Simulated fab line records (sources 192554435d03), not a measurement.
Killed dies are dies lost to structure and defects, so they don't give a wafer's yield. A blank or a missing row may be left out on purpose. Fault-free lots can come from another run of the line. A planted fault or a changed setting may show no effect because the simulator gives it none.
Chamber matching + flow n5 finfet + N5_FIN_SAQP_HM_OPEN_33 on rie diel-05 has 4 sister chambers
The step chemistry CH3F/O2, target SiNx, target depth 49.4 nm, time 70.6 s. 8 wafers are shown with their chamber, then 8 later ones without.

## EACH WAFER AND ITS CHAMBER
| wafer  | chamber | drypump motor current A (A) | rf vpp V (V) |
|--------|---------|-----------------------------|--------------|
| L082.3 | 2       | 5.9                         | 309          |
| L084.4 | 3       | 6.1                         | 295          |
| L084.5 | 1       | 6.1                         | 301          |
| L084.6 | 0       | 5.6                         | 299          |
| L085.3 | 3       | 6.1                         | 294          |
| L085.5 | 1       | 6.0                         | 301          |
| L085.6 | 0       | 5.5                         | 300          |
| L087.1 | 2       | 5.9                         | 309          |

## WAFERS MISSING THEIR CHAMBER
| wafer  | drypump motor current A (A) | rf vpp V (V) |
|--------|-----------------------------|--------------|
| L087.3 | 6.0                         | 302          |
| L087.4 | 5.5                         | 299          |
| L092.3 | 5.6                         | 299          |
| L092.4 | 5.9                         | 308          |
| L092.5 | 5.9                         | 310          |
| L093.1 | 6.1                         | 294          |
| L093.4 | 5.9                         | 308          |
| L093.6 | 5.6                         | 299          |

## EACH ONE'S CHAMBER
| wafer  | from the rows above | in truth |
|--------|---------------------|----------|
| L087.3 | 1                   | 1        |
| L087.4 | 0                   | 0        |
| L092.3 | 0                   | 0        |
| L092.4 | 2                   | 2        |
| L092.5 | 2                   | 2        |
| L093.1 | 3                   | 3        |
| L093.4 | 2                   | 2        |
| L093.6 | 0                   | 0        |
Placed correctly: 8 of 8. From these rows, 0 cannot be placed. 0 placed wrongly.
How it was worked out, from the rows above alone: a wafer's distance from a chamber is the root of the sum, over the readings, of the square of ((its reading less the chamber's mean) divided by the reading's scatter). If the next closest chamber is less than 2 further off than the closest, the wafer can't be placed; otherwise it belongs to the closest. A chamber's mean is the mean of its shown wafers. The scatter is the square root of a quotient: the sum, over the shown wafers, of each reading's squared deviation from its chamber's mean, divided by wafers minus chambers.
